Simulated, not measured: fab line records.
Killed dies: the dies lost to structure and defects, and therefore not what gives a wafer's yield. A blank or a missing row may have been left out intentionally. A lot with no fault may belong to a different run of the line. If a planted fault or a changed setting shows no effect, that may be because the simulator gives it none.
fab line records	flow nandHarc
record lots=24	wafers=72	lastDay=24
route steps=1159 shown A_STAIRCASE@629
lots with no fault: from the same line, run without faults
startH: the number of hours between the record's first day and the start of the first shown wafer of the lot	waitH: hours from the lot's prior step to this one	" the same as in the row above	L1.1+2: a row that stands for several wafers	- no value, or no start was given	* or withheld: withheld	< > ~ a bound
route shown NAME@n: a module of which the file shows steps, and the number in the route of the first	usual: mean/standard deviation of fault-free wafers	same: alike in all rows	chamber/n: place in a boat	sites: readings site by site	_std_site: the standard deviation of these	_edge_site: the outer-site mean with the inner-site mean subtracted	radiusMm: for every site, how far away it sits from the centre of the wafer	mask NAME#n: copy n	behind: the tool/chamber that last shaped the wafer	hold: the reason the lot was held/the length of the hold in hours/how it ended	device: whichever transistor did not switch (one of n, p or np)	end of line: the route-end tests of the same wafers	where a step has no rows: the recipe by itself	killed: the dies lost at the first sort to structure and to defects; this is not the yield of the wafer	map: a wafer's dies, x killed, . not, _ none there
set.NAME: the setting the step ran with; set.NAME@STEP: the setting that earlier step ran with	model.NAME: the simulator's own value behind a step, which no gauge read
route steps across a sampled set of lots; one table per step, one row per wafer
services: the hour from which a tool's chamber was out of use, counted from the record's first day as startH (under 0 if before that day), plus the number of hours and why
## steps
# step NHARC_A_STAIRCASE_TRIM_235
# recipe timeS=211.2	o2FlowSccm=500	arFlowSccm=0	biasW=0	chemistry=O2
# usual drypumpMotorCurrentA=6.0/0.48	oesProductAu=0.999/0.0095	rfVppV=57.7/0.92	showerheadPlenumPTorr=3.44/0.1	throttleValvePct=17.037/0.0081
# same timeS=211.2
lot.wafer	tool	chamber	startH	waitH	drypumpMotorCurrentA	oesProductAu	rfHoursCounterH	rfVppV	showerheadPlenumPTorr	throttleValvePct
L074.2	rieDiel-13	1	-	-	6.6	1.002	45	57.2	3.49	17.031
L074.5	"	2	"	"	5.9	1.010	-	57.2	3.37	17.042
L074.6	"	3	"	"	6.2	1.004	-	57.1	3.48	17.033
L075.1	rieDiel-09	2	-	-	6.5	0.996	66	58.6	3.36	17.042
L075.5	"	2	"	"	6.5	0.997	-	57.0	3.36	17.035
L075.6	"	3	"	"	6.6	1.016	-	57.2	3.34	17.048
L076.4	rieDiel-13	2	-	-	5.9	1.024	57	56.7	3.37	17.053
L076.2	"	0	"	"	5.7	1.003	55	57.1	3.53	17.030
L076.6	"	2	"	"	5.9	1.014	-	56.5	3.37	17.036
L077.3	rieDiel-13	1	-	-	6.6	1.009	52	56.9	3.49	17.034
L077.2	"	0	"	"	5.7	1.021	55	59.3	3.53	17.037
L077.5	"	1	"	"	6.6	1.005	-	56.4	3.49	17.059
L078.1	rieDiel-10	2	-	-	5.0	0.978	32	57.4	3.41	17.028
L078.5	"	0	"	"	5.8	1.003	-	57.9	3.40	17.027
L078.6	"	1	"	"	5.3	0.985	-	60.6	3.69	17.020
L079.4	rieDiel-10	0	-	-	5.7	1.006	31	58.1	3.40	17.044
L079.2	"	1	"	"	5.4	1.002	38	58.7	3.69	17.033
L079.1	"	3	"	"	5.9	1.007	41	58.6	3.50	17.046
L080.2	rieDiel-09	1	-	-	6.2	1.006	8	55.5	3.40	17.022
L080.1	"	2	"	"	6.5	0.995	7	56.5	3.35	17.043
L080.5	"	3	"	"	6.6	1.009	-	58.5	3.34	17.049
L081.4	rieDiel-10	0	-	-	5.7	1.002	35	58.1	3.40	17.047
L081.1	"	1	"	"	5.4	0.993	42	59.1	3.69	17.034
L081.6	"	0	"	"	5.7	1.000	-	58.5	3.40	17.039
L082.1	rieDiel-09	2	-	-	6.5	0.979	10	56.4	3.35	17.021
L082.4	"	3	"	"	6.6	1.007	11	56.4	3.34	17.049
L082.6	"	0	"	"	5.7	0.985	-	57.5	3.55	17.037
L083.1	rieDiel-09	1	-	-	6.2	1.000	12	57.6	3.40	17.038
L083.2	"	2	"	"	6.5	0.993	11	55.7	3.35	17.031
L083.5	"	3	"	"	6.6	1.003	-	56.7	3.34	17.028
L084.3	rieDiel-09	2	-	-	6.5	0.997	12	56.2	3.35	17.038
L084.2	"	1	"	"	6.2	1.001	13	56.0	3.40	17.022
L084.5	"	2	"	"	6.5	0.997	-	56.5	3.35	17.038
L087.3	rieDiel-10	3	-	-	5.9	1.012	56	58.4	3.49	17.032
L087.6	"	2	"	"	5.0	0.996	-	57.7	3.40	17.033
L087.5	"	3	"	"	5.8	1.008	-	57.9	3.49	17.045
L086.3	rieDiel-13	0	-	-	5.7	1.007	14	58.7	3.52	17.038
L086.1	"	1	"	"	6.7	0.996	14	57.4	3.48	17.043
L086.6	"	3	"	"	6.2	1.020	-	57.4	3.46	17.019
L085.1	rieDiel-09	2	-	-	6.5	0.994	23	58.3	3.34	17.041
L085.5	"	1	"	"	6.2	0.995	-	56.1	3.39	17.023
L085.6	"	2	"	"	6.5	0.995	-	56.6	3.34	17.023
L089.2	rieDiel-09	0	-	-	5.7	0.992	26	58.4	3.55	17.037
L089.1	"	2	"	"	6.5	0.995	26	58.3	3.34	17.038
L089.5	"	3	"	"	6.6	1.008	-	57.9	3.33	17.030
L088.1	rieDiel-10	2	-	-	5.0	0.999	58	57.0	3.39	17.041
L088.2	"	3	"	"	5.8	0.998	60	58.2	3.48	17.040
L088.4	"	1	"	"	5.3	1.009	56	57.5	3.68	17.042
L090.1	rieDiel-10	1	-	-	5.4	0.996	57	60.0	3.68	17.042
L090.3	"	3	"	"	5.8	1.004	61	58.2	3.48	17.039
L090.6	"	1	"	"	5.4	0.992	-	57.5	3.68	17.052
L092.1	rieDiel-09	3	-	-	6.6	0.990	33	57.0	3.32	17.041
L092.2	"	0	"	"	5.6	0.990	31	57.2	3.54	17.052
L092.4	"	1	"	"	6.2	1.008	31	57.6	3.39	17.044
L094.1	rieDiel-13	1	-	-	6.6	1.003	25	58.4	3.47	17.026
L094.3	"	2	"	"	5.9	0.996	27	57.7	3.35	17.034
L094.4	"	3	"	"	6.2	0.995	26	58.2	3.46	17.027
L093.1	rieDiel-09	1	-	-	6.2	1.007	36	56.8	3.38	17.032
L093.3	"	2	"	"	6.5	0.993	39	57.6	3.33	17.048
L093.4	"	3	"	"	6.6	1.003	40	56.1	3.32	17.030
L091.1	rieDiel-09	0	-	-	5.6	0.987	38	57.9	3.54	17.030
L091.5	"	2	"	"	6.5	0.985	-	57.1	3.33	17.041
L091.6	"	3	"	"	6.6	1.004	-	57.1	3.32	17.038
L096.4	rieDiel-10	0	-	-	5.7	0.994	1	57.8	3.39	17.038
L096.2	"	1	"	"	5.4	1.003	1	58.0	3.68	17.037
L096.6	"	0	"	"	5.8	0.987	-	58.9	3.39	17.032
L095.3	rieDiel-13	3	-	-	6.2	0.995	34	57.1	3.45	17.050
L095.1	"	0	"	"	5.7	0.990	34	57.5	3.51	17.042
L095.2	"	1	"	"	6.6	0.999	34	58.8	3.47	17.036
L097.3	rieDiel-09	3	-	-	6.6	1.000	51	57.3	3.32	17.039
L097.1	"	0	"	"	5.6	0.975	49	58.8	3.53	17.035
L097.5	"	3	"	"	6.6	1.001	-	57.4	3.31	17.030
# step NHARC_A_STAIRCASE_DEP_301
# recipe targetThkA=300	targetThkNm=30	tempC=400	pressureTorr=3.5	flowSccm=200	rfW=350	material=SiON
# usual heaterPowerW=774/91
lot.wafer	tool	chamber	startH	waitH	heaterPowerW	sinceWetCleanH
L074.2	pecvd-02	2	256.66	1.3	847	91
L074.6	"	1	"	"	987	-
L074.5	"	2	"	"	828	-
L075.1	pecvd-01	1	264.98	1.6	770	15
L075.5	"	1	"	"	763	-
L075.6	"	0	"	"	861	-
L076.2	pecvd-02	2	271.53	1.3	831	106
L076.4	"	1	"	"	946	-
L076.6	"	2	"	"	830	-
L077.2	pecvd-04	1	273.08	1.3	655	65
L077.3	"	2	"	"	731	65
L077.5	"	0	"	"	691	-
L078.1	pecvd-02	1	273.31	1.5	969	107
L078.5	"	1	"	"	970	-
L078.6	"	2	"	"	787	-
L079.1	pecvd-01	2	300.02	1.6	714	50
L079.2	"	0	"	"	893	50
L079.4	"	2	"	"	700	-
L080.1	pecvd-04	2	307.14	1.6	647	99
L080.2	"	0	"	"	774	99
L080.5	"	0	"	"	764	-
L081.1	pecvd-04	1	311.25	1.6	672	103
L081.6	"	2	"	"	696	-
L081.4	"	0	"	"	803	-
L082.1	pecvd-01	0	312.66	1.5	906	63
L082.4	"	0	"	"	895	-
L082.6	"	1	"	"	810	-
L083.2	pecvd-02	1	314.50	1.2	969	149
L083.1	"	2	"	"	820	149
L083.5	"	1	"	"	980	-
L084.2	pecvd-04	2	318.62	1.3	706	110
L084.3	"	0	"	"	770	110
L084.5	"	0	"	"	770	-
L087.3	pecvd-04	1	334.15	1.5	673	126
L087.6	"	0	"	"	786	-
L087.5	"	1	"	"	681	-
L086.3	pecvd-01	1	335.64	1.0	734	86
L086.1	"	0	"	"	851	86
L086.6	"	2	"	"	591	-
L085.1	pecvd-01	0	339.67	1.9	877	90
L085.5	"	0	"	"	869	-
L085.6	"	1	"	"	780	-
L089.2	pecvd-04	2	341.21	1.3	681	133
L089.1	"	0	"	"	792	133
L089.5	"	2	"	"	650	-
L088.1	pecvd-04	1	344.73	1.6	705	136
L088.2	"	2	"	"	706	136
L088.4	"	0	"	"	770	-
L090.1	pecvd-02	2	349.17	1.6	912	2
L090.3	"	0	"	"	758	2
L090.6	"	0	"	"	763	-
L092.1	pecvd-04	1	366.47	1.6	734	158
L092.2	"	2	"	"	667	158
L092.4	"	1	"	"	750	-
L094.1	pecvd-02	0	368.04	1.5	815	21
L094.3	"	1	"	"	883	21
L094.4	"	2	"	"	831	-
L093.1	pecvd-02	1	372.23	1.6	897	25
L093.3	"	2	"	"	825	25
L093.4	"	2	"	"	827	-
L091.1	pecvd-04	0	374.28	1.9	754	166
L091.5	"	0	"	"	748	-
L091.6	"	1	"	"	676	-
L096.2	pecvd-02	1	382.23	1.3	830	35
L096.6	"	1	"	"	825	-
L096.4	"	0	"	"	776	-
L095.2	pecvd-01	1	383.94	1.2	710	134
L095.3	"	2	"	"	686	134
L095.1	"	0	"	"	920	134
L097.3	pecvd-04	2	402.41	0.9	669	13
L097.1	"	0	"	"	788	13
L097.5	"	0	"	"	797	-
# step NHARC_A_STAIRCASE_ETCH_313
# recipe cf4FlowSccm=100	chf3FlowSccm=30	arFlowSccm=0	rfW=500	biasW=200	chemistry=CF4/CHF3
# usual drypumpMotorCurrentA=5.9/0.48	oesProductAu=0.938/0.023	rfVppV=369.5/1.7	showerheadPlenumPTorr=1.54/0.046	throttleValvePct=16.802/0.0091
lot.wafer	tool	chamber	startH	waitH	drypumpMotorCurrentA	oesProductAu	rfHoursCounterH	rfVppV	showerheadPlenumPTorr	throttleValvePct
L074.2	rieDiel-10	2	257.76	0.1	5.0	0.927	28	368.7	1.52	16.807
L074.6	"	1	"	"	5.4	0.932	-	373.8	1.65	16.807
L074.5	"	2	"	"	5.0	0.930	-	369.5	1.52	16.820
L075.1	rieDiel-09	1	266.06	0.1	6.2	0.985	0	367.6	1.52	16.797
L075.5	"	0	"	"	5.6	0.974	-	372.6	1.59	16.811
L075.6	"	1	"	"	6.2	0.986	-	367.8	1.52	16.801
L076.4	rieDiel-09	1	272.42	0.1	6.2	0.931	2	366.1	1.52	16.808
L076.2	"	2	"	"	6.5	0.916	2	368.0	1.49	16.796
L076.6	"	1	"	"	6.2	0.937	-	368.5	1.52	16.808
L077.3	rieDiel-09	1	273.99	0.1	6.2	0.976	2	370.8	1.52	16.792
L077.2	"	2	"	"	6.5	0.960	2	366.9	1.50	16.809
L077.5	"	2	"	"	6.5	0.950	-	368.8	1.49	16.807
L078.1	rieDiel-13	2	274.39	0.1	5.9	0.991	61	366.7	1.50	16.808
L078.6	"	0	"	"	5.8	0.972	-	371.5	1.58	16.797
L078.5	"	1	"	"	6.6	0.967	-	369.5	1.55	16.806
L079.2	rieDiel-10	0	301.06	0.1	5.7	0.956	36	368.6	1.51	16.791
L079.1	"	1	"	"	5.4	0.968	43	374.7	1.65	16.804
L079.4	"	2	"	"	5.1	0.968	43	368.6	1.52	16.796
L080.1	rieDiel-13	3	308.23	0.1	6.2	0.926	8	370.8	1.55	16.784
L080.2	"	0	"	"	5.8	0.929	8	371.3	1.57	16.808
L080.5	"	0	"	"	5.7	0.921	-	370.3	1.57	16.803
L081.4	rieDiel-09	1	312.33	0.1	6.2	0.923	17	368.0	1.51	16.794
L081.1	"	3	"	"	6.5	0.927	17	366.5	1.49	16.795
L081.6	"	1	"	"	6.2	0.944	-	367.9	1.51	16.796
L082.1	rieDiel-10	3	313.91	0.2	5.8	0.929	51	369.9	1.56	16.815
L082.4	"	1	"	"	5.3	0.917	48	374.1	1.64	16.805
L082.6	"	3	"	"	5.8	0.921	-	369.7	1.56	16.798
L083.1	rieDiel-13	2	315.67	0.2	5.8	0.916	11	367.6	1.50	16.787
L083.2	"	3	"	"	6.2	0.923	12	369.8	1.54	16.805
L083.5	"	3	"	"	6.2	0.933	-	370.0	1.54	16.806
L084.3	rieDiel-09	2	319.64	0.2	6.5	0.912	20	367.6	1.49	16.785
L084.2	"	3	"	"	6.6	0.927	21	369.4	1.48	16.808
L084.5	"	1	"	"	6.2	0.932	-	368.7	1.51	16.797
L087.3	rieDiel-09	3	335.17	0.1	6.5	0.917	28	366.6	1.48	16.785
L087.6	"	3	"	"	6.6	0.925	-	367.9	1.48	16.793
L087.5	"	0	"	"	5.7	0.921	-	371.9	1.58	16.791
L086.3	rieDiel-10	2	336.71	0.1	5.1	0.921	59	369.8	1.51	16.805
L086.1	"	1	"	"	5.4	0.934	57	372.2	1.64	16.813
L086.6	"	2	"	"	5.0	0.916	-	368.3	1.51	16.797
L085.1	rieDiel-10	0	340.62	0.1	5.7	0.920	50	368.1	1.51	16.811
L085.6	"	2	"	"	5.0	0.929	-	368.5	1.51	16.799
L085.5	"	3	"	"	5.8	0.921	-	370.4	1.55	16.781
L089.2	rieDiel-09	3	342.15	0.1	6.6	0.921	30	368.5	1.48	16.809
L089.1	"	0	"	"	5.7	0.906	28	371.7	1.58	16.805
L089.5	"	3	"	"	6.6	0.919	-	367.5	1.48	16.809
L088.2	rieDiel-13	2	345.78	0.1	5.9	0.965	21	368.2	1.49	16.805
L088.1	"	0	"	"	5.7	0.962	21	369.6	1.57	16.805
L088.4	"	1	"	"	6.6	0.970	-	370.4	1.55	16.810
L090.3	rieDiel-10	0	350.22	0.1	5.7	0.959	54	369.0	1.51	16.803
L090.1	"	1	"	"	5.4	0.963	61	372.1	1.64	16.788
L090.6	"	1	"	"	5.4	0.963	-	372.3	1.64	16.791
L092.1	rieDiel-13	2	367.51	0.1	5.9	0.973	34	369.2	1.49	16.802
L092.4	"	3	"	"	6.2	0.957	32	370.3	1.54	16.813
L092.2	"	0	"	"	5.7	0.950	33	370.5	1.57	16.803
L094.3	rieDiel-10	1	369.11	0.1	5.4	0.978	1	373.8	1.64	16.808
L094.4	"	3	"	"	5.8	0.961	1	369.1	1.55	16.813
L094.1	"	0	"	"	5.7	0.969	1	370.3	1.51	16.821
L093.3	rieDiel-13	1	373.15	0.1	6.6	0.922	34	369.3	1.55	16.797
L093.1	"	2	"	"	5.9	0.920	36	367.7	1.49	16.816
L093.4	"	3	"	"	6.2	0.908	34	369.0	1.54	16.804
L091.1	rieDiel-09	1	375.25	0.1	6.2	0.927	40	369.2	1.51	16.798
L091.6	"	3	"	"	6.5	0.933	-	367.6	1.48	16.814
L091.5	"	0	"	"	5.6	0.912	-	371.3	1.58	16.795
L096.2	rieDiel-10	0	386.97	0.7	5.7	0.897	8	367.6	1.51	16.824
L096.4	"	2	"	"	5.0	0.918	9	368.5	1.51	16.802
L096.6	"	1	"	"	5.4	0.918	-	373.0	1.64	16.806
L095.1	rieDiel-10	3	387.03	0.7	5.8	0.922	9	369.5	1.55	16.809
L095.3	"	0	"	"	5.7	0.911	8	368.8	1.51	16.807
L095.2	"	1	"	"	5.4	0.917	9	372.8	1.64	16.792
L097.1	rieDiel-13	0	403.49	0.1	5.7	0.928	47	369.4	1.56	16.815
L097.3	"	2	"	"	5.9	0.928	44	367.0	1.49	16.809
L097.5	"	3	"	"	6.2	0.917	-	368.6	1.54	16.791
# step NHARC_A_STAIRCASE_STRIP_316
# recipe o2FlowSccm=500	arFlowSccm=0	biasW=0	chemistry=O2
# usual drypumpMotorCurrentA=5.9/0.48	oesProductAu=0.999/0.0093	rfVppV=57.6/0.84	showerheadPlenumPTorr=3.45/0.098	throttleValvePct=17.035/0.0086
lot.wafer	tool	chamber	startH	waitH	drypumpMotorCurrentA	oesProductAu	rfHoursCounterH	rfVppV	showerheadPlenumPTorr	throttleValvePct
L074.2	rieDiel-10	3	-	-	5.9	1.006	32	57.7	3.50	17.043
L074.6	"	0	"	"	5.8	0.988	-	58.0	3.40	17.045
L074.5	"	1	"	"	5.4	0.986	-	57.3	3.70	17.027
L075.1	rieDiel-09	2	-	-	6.5	0.993	0	58.6	3.35	17.045
L075.6	"	1	"	"	6.2	0.999	-	57.0	3.40	17.029
L075.5	"	2	"	"	6.5	0.994	-	56.3	3.35	17.035
L076.4	rieDiel-09	3	-	-	6.6	1.015	2	56.5	3.34	17.039
L076.2	"	1	"	"	6.2	0.990	2	58.6	3.40	17.031
L076.6	"	0	"	"	5.6	0.996	-	58.9	3.56	17.033
L077.2	rieDiel-09	0	-	-	5.7	1.002	3	56.3	3.56	17.035
L077.3	"	1	"	"	6.2	1.007	3	58.8	3.40	17.041
L077.5	"	2	"	"	6.5	0.991	-	57.4	3.35	17.043
L078.1	rieDiel-13	0	-	-	5.7	1.011	58	56.0	3.53	17.041
L078.6	"	2	"	"	5.9	1.037	-	57.1	3.36	17.020
L078.5	"	1	"	"	6.6	1.009	-	56.4	3.49	17.043
L079.4	rieDiel-10	3	-	-	5.8	0.994	45	57.9	3.49	17.030
L079.1	"	1	"	"	5.4	0.987	44	59.0	3.69	17.042
L079.2	"	2	"	"	5.0	0.986	44	57.4	3.40	17.032
L080.1	rieDiel-13	3	-	-	6.2	0.997	9	57.5	3.47	17.029
L080.2	"	0	"	"	5.7	1.003	8	58.3	3.53	17.043
L080.5	"	1	"	"	6.7	1.006	-	57.7	3.48	17.037
L081.4	rieDiel-09	0	-	-	5.6	0.986	18	56.0	3.55	17.047
L081.1	"	2	"	"	6.5	0.992	17	56.7	3.35	17.029
L081.6	"	3	"	"	6.6	1.001	-	58.7	3.33	17.046
L082.4	rieDiel-10	1	-	-	5.4	0.997	50	56.9	3.68	17.040
L082.1	"	0	"	"	5.8	1.004	43	55.7	3.39	17.047
L082.6	"	1	"	"	5.4	0.996	-	57.5	3.68	17.040
L083.2	rieDiel-13	0	-	-	5.7	0.993	11	57.2	3.53	17.043
L083.1	"	1	"	"	6.6	0.995	11	57.8	3.48	17.036
L083.5	"	3	"	"	6.2	1.003	-	58.2	3.46	17.038
L084.3	rieDiel-09	3	-	-	6.6	1.000	22	57.4	3.33	17.026
L084.2	"	0	"	"	5.7	0.993	22	58.4	3.55	17.034
L084.5	"	2	"	"	6.5	0.997	-	58.5	3.34	17.035
L087.3	rieDiel-09	2	-	-	6.5	0.989	27	57.2	3.34	17.019
L087.5	"	2	"	"	6.5	1.002	-	58.6	3.34	17.040
L087.6	"	3	"	"	6.6	0.996	-	58.0	3.33	17.058
L086.1	rieDiel-10	2	-	-	5.0	0.988	59	58.9	3.39	17.026
L086.3	"	1	"	"	5.4	1.000	57	57.7	3.68	17.018
L086.6	"	2	"	"	5.0	1.011	-	57.8	3.39	17.025
L085.1	rieDiel-10	2	-	-	5.0	1.005	60	56.9	3.39	17.041
L085.5	"	0	"	"	5.8	0.998	-	57.8	3.39	17.032
L085.6	"	1	"	"	5.4	1.006	-	58.2	3.68	17.034
L089.1	rieDiel-09	1	-	-	6.2	1.012	27	58.9	3.39	17.034
L089.2	"	0	"	"	5.6	0.993	28	56.4	3.55	17.042
L089.5	"	2	"	"	6.5	0.995	-	56.8	3.34	17.024
L088.2	rieDiel-13	1	-	-	6.7	0.999	21	58.1	3.47	17.027
L088.1	"	0	"	"	5.7	1.003	22	56.8	3.52	17.033
L088.4	"	0	"	"	5.7	0.994	-	59.0	3.52	17.034
L090.3	rieDiel-10	1	-	-	5.4	1.007	62	59.5	3.68	17.027
L090.1	"	3	"	"	5.9	1.011	66	58.1	3.48	17.026
L090.6	"	1	"	"	5.4	1.003	-	57.2	3.68	17.032
L092.1	rieDiel-13	1	-	-	6.6	0.991	33	57.2	3.47	17.032
L092.4	"	2	"	"	5.9	0.993	35	57.9	3.35	17.039
L092.2	"	3	"	"	6.2	0.995	33	57.6	3.45	17.023
L094.1	rieDiel-10	1	-	-	5.4	1.010	2	57.1	3.68	17.045
L094.4	"	2	"	"	5.0	1.012	2	56.5	3.39	17.039
L094.3	"	3	"	"	5.8	1.009	2	57.4	3.48	17.036
L093.1	rieDiel-13	3	-	-	6.2	0.992	34	56.7	3.45	17.033
L093.4	"	0	"	"	5.8	1.011	35	57.9	3.51	17.034
L093.3	"	2	"	"	5.9	1.000	36	57.5	3.34	17.019
L091.1	rieDiel-09	0	-	-	5.7	0.991	42	57.0	3.54	17.033
L091.5	"	1	"	"	6.2	1.018	-	57.8	3.38	17.035
L091.6	"	2	"	"	6.5	1.000	-	56.7	3.33	17.030
L096.2	rieDiel-10	0	-	-	5.8	0.975	10	56.8	3.38	17.026
L096.4	"	2	"	"	5.0	0.993	-	57.8	3.39	17.039
L096.6	"	3	"	"	5.8	1.003	-	58.2	3.48	17.035
L095.1	rieDiel-10	3	-	-	5.8	0.993	10	58.1	3.48	17.026
L095.2	"	0	"	"	5.7	0.988	10	56.9	3.38	17.043
L095.3	"	2	"	"	5.1	0.995	11	56.8	3.39	17.024
L097.1	rieDiel-13	3	-	-	6.2	0.990	46	58.7	3.45	17.036
L097.3	"	1	"	"	6.7	1.000	46	58.4	3.46	17.016
L097.5	"	3	"	"	6.2	1.007	-	58.6	3.45	17.028
# step NHARC_A_STAIRCASE_ETCHBACK_416
# recipe targetDepthA=360	timeS=7.2	c4f8FlowSccm=withheld	o2FlowSccm=8	arFlowSccm=withheld	rfW=600	biasW=800	chemistry=C4F8/O2/Ar
# usual oesProductAu=0.95/0.034	rfVppV=720.7/3
# same timeS=7.2
lot.wafer	tool	chamber	startH	waitH	oesProductAu	rfHoursCounterH	rfVppV
L074.2	rieDiel-13	2	267.64	3.0	0.94	59	718.4
L074.5	"	1	"	"	0.93	-	721.9
L074.6	"	2	"	"	0.94	-	718.8
L075.1	rieDiel-13	0	-	-	0.93	57	724.2
L075.6	"	0	"	"	0.93	-	723.2
L075.5	"	1	"	"	0.93	-	721.7
L076.4	rieDiel-10	2	-	-	0.91	34	719.7
L076.2	"	3	"	"	0.93	34	721.4
L076.6	"	2	"	"	0.92	-	720.6
L077.2	rieDiel-10	1	-	-	0.92	33	726.5
L077.3	"	2	"	"	0.91	34	720.0
L077.5	"	0	"	"	0.93	-	717.1
L078.1	rieDiel-09	3	-	-	0.94	3	718.2
L078.5	"	0	"	"	0.92	-	724.3
L078.6	"	1	"	"	0.93	-	719.7
L079.4	rieDiel-09	0	-	-	0.91	15	724.7
L079.2	"	1	"	"	0.93	14	720.2
L079.1	"	2	"	"	0.90	14	717.2
L080.2	rieDiel-09	1	-	-	0.93	17	720.3
L080.1	"	2	"	"	0.92	16	717.2
L080.5	"	1	"	"	0.93	-	719.4
L081.1	rieDiel-09	2	-	-	0.91	19	716.9
L081.4	"	1	"	"	0.92	19	719.9
L081.6	"	2	"	"	0.92	-	717.3
L082.4	rieDiel-13	3	-	-	1.00	13	721.6
L082.1	"	1	"	"	1.01	12	721.3
L082.6	"	0	"	"	1.00	-	723.1
L083.2	rieDiel-10	1	-	-	1.00	52	728.7
L083.1	"	2	"	"	0.99	53	718.3
L083.5	"	2	"	"	0.99	-	718.0
L084.3	rieDiel-09	1	-	-	0.93	22	720.0
L084.2	"	3	"	"	0.93	23	716.8
L084.5	"	1	"	"	0.94	-	720.2
L087.3	rieDiel-13	2	-	-	0.93	19	718.8
L087.5	"	2	"	"	0.92	-	717.8
L087.6	"	3	"	"	0.92	-	721.4
L086.3	rieDiel-13	0	-	-	0.93	18	724.2
L086.1	"	1	"	"	0.92	17	721.5
L086.6	"	1	"	"	0.94	-	722.3
L085.1	rieDiel-13	1	-	-	0.93	19	721.2
L085.6	"	0	"	"	0.92	-	722.9
L085.5	"	1	"	"	0.92	-	720.6
L089.2	rieDiel-10	0	-	-	0.93	52	720.3
L089.1	"	1	"	"	0.93	59	726.9
L089.5	"	2	"	"	0.91	-	718.8
L088.2	rieDiel-10	0	351.37	1.6	0.99	54	719.7
L088.1	"	2	"	"	0.99	64	720.3
L088.4	"	3	"	"	1.01	66	722.5
L090.3	rieDiel-13	2	-	-	1.00	27	717.1
L090.1	"	3	"	"	1.00	26	721.2
L090.6	"	2	"	"	1.00	-	718.0
L092.1	rieDiel-10	1	372.88	3.0	1.00	2	728.9
L092.4	"	2	"	"	0.99	2	719.5
L092.2	"	3	"	"	1.00	2	720.9
L094.4	rieDiel-09	1	-	-	0.94	40	717.9
L094.1	"	2	"	"	0.93	43	716.8
L094.3	"	3	"	"	0.92	44	716.3
L093.3	rieDiel-09	3	378.39	3.0	0.93	46	716.7
L093.1	"	0	"	"	0.92	42	725.0
L093.4	"	1	"	"	0.93	43	719.6
L091.1	rieDiel-10	1	-	-	1.00	5	726.3
L091.6	"	2	"	"	1.00	-	717.5
L091.5	"	3	"	"	1.00	-	721.6
L096.2	rieDiel-13	3	-	-	0.93	41	721.6
L096.4	"	2	"	"	0.93	40	717.8
L096.6	"	0	"	"	0.94	-	720.0
L095.3	rieDiel-10	3	-	-	0.93	11	721.9
L095.2	"	0	"	"	0.91	11	718.4
L095.1	"	2	"	"	0.91	11	719.2
L097.1	rieDiel-10	2	-	-	0.99	17	717.9
L097.3	"	0	"	"	0.98	18	718.3
L097.5	"	2	"	"	0.98	-	718.4
# step NHARC_A_STAIRCASE_DEP_417
# recipe targetThkA=600	stepCoveragePct=20	tempC=400	targetThkNm=60	flowSccm=200	rfW=450	material=Si3N4
# usual heaterPowerW=740/83
lot.wafer	tool	chamber	startH	waitH	heaterPowerW	sinceWetCleanH
L074.2	pecvd-02	1	267.81	-	840	102
L074.6	"	1	"	"	823	-
L074.5	"	2	"	"	734	-
L075.1	pecvd-02	1	270.76	-	890	105
L075.5	"	2	"	"	798	-
L075.6	"	0	"	"	748	-
L076.2	pecvd-04	1	276.48	-	615	68
L076.6	"	1	"	"	646	-
L076.4	"	0	"	"	686	-
L077.3	pecvd-02	2	278.02	-	814	112
L077.2	"	0	"	"	817	112
L077.5	"	0	"	"	808	-
L078.1	pecvd-02	1	278.75	-	910	113
L078.5	"	0	"	"	745	-
L078.6	"	1	"	"	898	-
L079.1	pecvd-01	1	305.11	-	785	55
L079.2	"	0	"	"	724	55
L079.4	"	0	"	"	732	-
L080.2	pecvd-01	2	312.98	-	592	63
L080.1	"	1	"	"	768	63
L080.5	"	2	"	"	580	-
L081.1	pecvd-01	2	316.64	-	623	67
L081.6	"	2	"	"	624	-
L081.4	"	0	"	"	816	-
L082.1	pecvd-04	1	319.82	-	578	111
L082.4	"	1	"	"	595	-
L082.6	"	0	"	"	676	-
L083.1	pecvd-02	2	319.90	-	715	154
L083.2	"	0	"	"	807	154
L083.5	"	1	"	"	937	-
L084.3	pecvd-01	2	323.96	-	644	74
L084.2	"	0	"	"	823	74
L084.5	"	2	"	"	642	-
L087.3	pecvd-01	2	339.30	-	679	89
L087.5	"	0	"	"	748	-
L087.6	"	1	"	"	783	-
L086.1	pecvd-01	0	340.74	-	879	91
L086.3	"	2	"	"	654	91
L086.6	"	1	"	"	784	-
L085.1	pecvd-04	1	345.36	-	698	137
L085.6	"	1	"	"	717	-
L085.5	"	2	"	"	644	-
L089.1	pecvd-01	0	346.40	-	871	96
L089.2	"	1	"	"	727	96
L089.5	"	0	"	"	855	-
L088.1	pecvd-04	0	351.55	-	748	143
L088.2	"	1	"	"	687	143
L088.4	"	0	"	"	777	-
L090.3	pecvd-04	2	354.47	-	663	146
L090.1	"	0	"	"	709	146
L090.6	"	0	"	"	693	-
L092.2	pecvd-02	2	373.06	-	784	26
L092.1	"	1	"	"	770	26
L092.4	"	0	"	"	753	-
L094.1	pecvd-04	1	373.16	-	610	165
L094.3	"	0	"	"	762	165
L094.4	"	2	"	"	647	-
L093.1	pecvd-01	0	378.61	-	772	129
L093.4	"	0	"	"	792	-
L093.3	"	2	"	"	670	-
L091.1	pecvd-02	1	380.72	-	736	34
L091.6	"	1	"	"	729	-
L091.5	"	2	"	"	799	-
L096.2	pecvd-01	2	393.18	-	604	143
L096.6	"	2	"	"	629	-
L096.4	"	0	"	"	742	-
L095.2	pecvd-02	0	393.36	-	771	46
L095.3	"	1	"	"	778	46
L095.1	"	2	"	"	734	46
L097.3	pecvd-01	2	407.78	-	619	158
L097.1	"	0	"	"	846	158
L097.5	"	2	"	"	641	-
## services
tool	chamber	startH	hours	kind
rieDiel-09	1	223.01	2.1	repair
rieDiel-09	0	233.33	-	clean
rieDiel-09	1	233.33	-	clean
rieDiel-09	2	233.33	-	clean
rieDiel-09	3	233.33	-	clean
pecvd-04	2	234.84	25.9	repair
rieDiel-10	0	235.19	-	clean
rieDiel-10	0	236.55	13.4	repair
pecvd-01	-	237.10	13.0	pm
rieDiel-09	-	254.16	9.0	pm
pecvd-02	-	260.26	0.9	repair
rieDiel-13	3	272.41	8.6	repair
rieDiel-13	-	276.04	9.0	pm
rieDiel-13	2	305.68	4.4	repair
pecvd-02	-	334.01	13.0	pm
rieDiel-10	-	354.16	9.0	pm
pecvd-01	1	373.65	5.0	repair
rieDiel-13	-	375.21	2.7	repair
pecvd-04	-	376.61	13.0	pm
rieDiel-13	2	381.87	3.8	repair
rieDiel-10	1	387.50	7.1	repair
rieDiel-10	3	401.02	1.2	repair
rieDiel-09	0	401.81	17.0	repair
rieDiel-09	-	403.74	4.5	repair
## key
fault none
